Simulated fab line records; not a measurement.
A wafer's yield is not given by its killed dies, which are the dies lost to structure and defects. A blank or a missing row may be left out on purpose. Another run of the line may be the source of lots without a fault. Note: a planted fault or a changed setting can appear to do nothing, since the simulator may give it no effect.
3 desks, one fault || flow n5Finfet || each desk holds nothing but its own numbers, with what lay behind them at the end

## THE TOOL OWNER'S DESK: pecvd-03
The tool's own readings at N5_BEOL_M0_SAQP_PECVD_00 (deposits SiCN from 3MS/NH3, target thk 8 nm, time 14 s): means of the sampled wafers that have a number, for each lot that ran on this tool. Any lot whose mean is over 4 standard deviations away from the usual mean is out of limits and marked OUT; that distance is given in the brackets.
Columns: A = rfFwdPowerW at N5_BEOL_M0_SAQP_PECVD_00, usual 198.8 W; B = showerheadPlenumPTorr at N5_BEOL_M0_SAQP_PECVD_00, usual 3.665 Torr; C = throttleValvePct at N5_BEOL_M0_SAQP_PECVD_00, usual 9.0 %
{"lot": "L922", "first seen here": "day 6 12:50", "A": 197.9, "B": 3.673, "C": 9.0}
{"lot": "L926", "first seen here": "day 7 08:16", "A": 199.0, "B": 3.670, "C": 9.3}
{"lot": "L932", "first seen here": "day 9 00:11", "A": 197.4, "B": 3.665, "C": 9.3}
Finding of this desk: none of the 3 lots has anything out of limits.

## THE DEFECT DESK
Per lot, the means of the sampled wafers with a number show what the inspections along the route counted. Any lot whose mean is over 4 standard deviations away from the usual mean is out of limits and marked OUT; that distance is given in the brackets.
Columns: A = rawDefectCount at N5_BEOL_M0_CUTY_INSPECT_59, usual 2.1
{"lot": "L922", "first seen here": "day 6 19:28", "A": 2.3}
{"lot": "L924", "first seen here": "day 7 07:08", "A": 3.0}
{"lot": "L926", "first seen here": "day 7 15:36", "A": 2.0}
{"lot": "L932", "first seen here": "day 9 08:49", "A": 1.7}
{"lot": "L934", "first seen here": "day 10 00:33", "A": 2.0}
{"lot": "L936", "first seen here": "day 10 11:38", "A": 3.0}
{"lot": "L938", "first seen here": "day 10 17:32", "A": 3.7}
{"lot": "L940", "first seen here": "day 11 09:50", "A": 2.0}
Finding of this desk: none of the 8 lots has anything out of limits.

## AT THE METROLOGY DESK
What the gauges read, lot by lot, whatever tool the lot ran on: means of the sampled wafers that have a number. Any lot whose mean is over 4 standard deviations away from the usual mean is out of limits and marked OUT; that distance is given in the brackets. 7 of its 11 readings are shown, namely those furthest out on some lot.
Columns: A = M0_RS at N5_BEOL_M0_RS_MEAS_126, usual 0.538 ohm/sq; B = DIBL_N at N5_BEOL_M4_RC_MEAS_101, usual 36.1 mV/V; C = DIBL_P at N5_BEOL_M4_RC_MEAS_101, usual 36.3 mV/V; D = IOFF_N at N5_BEOL_M4_RC_MEAS_101, usual 0.15 nA/um; E = IOFF_P at N5_BEOL_M4_RC_MEAS_101, usual 0.21 nA/um; F = SS_N at N5_BEOL_M4_RC_MEAS_101, usual 71.5 mV/dec; G = SS_P at N5_BEOL_M4_RC_MEAS_101, usual 73.2 mV/dec
{"lot": "L922", "first seen here": "day 7 02:21", "A": 0.555, "B": 35.7, "C": 37.3, "D": 0.15, "E": 0.22, "F": 71.6, "G": 73.1}
{"lot": "L924", "first seen here": "day 7 12:14", "A": 0.570, "B": 38.4, "C": 39.0, "D": 0.18, "E": 0.21, "F": 72.7, "G": 73.7}
{"lot": "L926", "first seen here": "day 7 21:04", "A": 0.532, "B": 35.2, "C": 34.9, "D": 0.12, "E": 0.17, "F": 71.6, "G": 73.1}
{"lot": "L932", "first seen here": "day 9 16:50", "A": 0.573, "B": 35.7, "C": 35.5, "D": 0.15, "E": 0.21, "F": 71.0, "G": 72.6}
{"lot": "L934", "first seen here": "day 10 06:18", "A": 0.541, "B": 35.4, "C": 35.1, "D": 0.15, "E": 0.21, "F": 71.9, "G": 73.1}
{"lot": "L936", "first seen here": "day 10 19:58", "A": 0.554, "B": 41.1, "C": 42.0, "D": 0.23, "E": 0.29, "F": 72.7, "G": 74.8}
{"lot": "L938", "first seen here": "day 10 21:56", "A": 0.532, "B": 34.8, "C": 35.9, "D": 0.14, "E": 0.20, "F": 71.6, "G": 73.4}
{"lot": "L940", "first seen here": "day 11 16:41", "A": 0.544, "B": 37.3, "C": 36.1, "D": 0.15, "E": 0.22, "F": 71.6, "G": 72.6}
Finding of this desk: none of the 8 lots has anything out of limits.

## TAKEN TOGETHER
The tool owner's desk saw nothing out of limits.
Nothing out of limits was seen by the defect desk.
From the metrology desk's view, nothing was out of limits.

## WHAT HAD BEEN PUT IN BY THE SIMULATOR
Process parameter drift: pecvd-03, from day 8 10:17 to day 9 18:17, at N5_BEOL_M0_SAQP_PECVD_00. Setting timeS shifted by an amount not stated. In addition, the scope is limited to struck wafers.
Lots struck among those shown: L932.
